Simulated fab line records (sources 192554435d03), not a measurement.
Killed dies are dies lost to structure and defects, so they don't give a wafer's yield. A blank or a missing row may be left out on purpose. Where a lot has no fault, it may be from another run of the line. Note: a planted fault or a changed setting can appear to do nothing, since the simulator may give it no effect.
Code-filled problem report in 8D (eight disciplines) form ; flow n5Finfet ; the parts of the form that need people (team, actions taken, sign-off) are left out

## 1. PROBLEM STATEMENT
Mean of runLengthS at N5_BEOL_M15_ETCH_59: 103.7 s across 4 wafers in 3 lots; on wafers with no fault it is 91.3 s (standard deviation 0.32). Measured from the usual mean, that is +39 standard deviations.
The step: etches BARC in N2/H2, target depth 89 nm, overetch 26.7 nm, time 67.9 s.
First observed at day 15 09:18: wafer L718.4, on rieDiel-04. The record has a number at this step for 28 wafers belonging to 10 lots. The rule behind "out" and "out of limits": a value lying over 4 standard deviations away from the usual mean. All remaining wafers that have a number are taken as sound.

## 2. WHAT IT IS AND WHAT IT IS NOT
question;is;is not
which readings at this step;runLengthS;drypumpMotorCurrentA, n2FlowSccm, oesProductAu, rfFwdPowerW, rfVppV, showerheadPlenumPTorr
which lots;L718, L720, L721;L703, L705, L708, L711, L723, L724, L726
which wafers of those lots;L718.4, L718.5, L720.4, L721.5;L720.6, L721.1, L721.2
read on which tools;rieDiel-04;rieDiel-02, rieDiel-05
when;from day 15 09:18;"up to then (12 sound wafers); but 12 sound wafers of L720, L721, L723, L724, L726 came after"

## 3. SUSPECTS, AND WHAT RULES EACH OUT
Counting: any tool at a process step up to the reading remains a suspect provided it ran every lot that is out. Sound lots after the first of them don't rule it out here, since some wafers of a struck lot are sound.
- rieDiel-04 at N5_BEOL_M15_ETCH_59 (etches BARC in N2/H2, target depth 89 nm, overetch 26.7 nm, time 67.9 s): kept. It processed each lot that is out (first: L718, day 15 09:18); up to then, its last sound lot is L711 (day 13 04:01). Out on those wafers are its own readings of runLengthS.
Left after counting: rieDiel-04 at N5_BEOL_M15_ETCH_59.

## 4. THE CAUSE (what the simulator had put in)
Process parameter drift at N5_BEOL_M15_ETCH_59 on rieDiel-04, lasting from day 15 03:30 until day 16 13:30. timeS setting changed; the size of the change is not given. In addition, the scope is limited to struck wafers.
After counting, this tool was the only one left.

## 5. THE EFFECT CHAIN, in route order
Rows list readings where the struck wafers' mean (over those with a number) sits beyond 3 standard deviations from the usual. Only readings for which the record gives a usual standard deviation are gone through. hours: the time from each lot's start at the first step in this table that gives one to its start at this step, as a median over the lots. sigmas: the change in usual standard deviations.
hours;step;reading;usual;on struck wafers;change;sigmas
0;N5_BEOL_M15_ETCH_59;runLengthS;91.3 s;103.7;+12.4;+39
Process steps it contains:
- N5_BEOL_M15_ETCH_59: etches BARC in N2/H2, target depth 89 nm, overetch 26.7 nm, time 67.9 s.

## 6. HOW IT WOULD HAVE BEEN CAUGHT EARLIER
In this record no reading fell out of limits until day 15 09:18, 6 hours after the fault had begun at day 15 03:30.
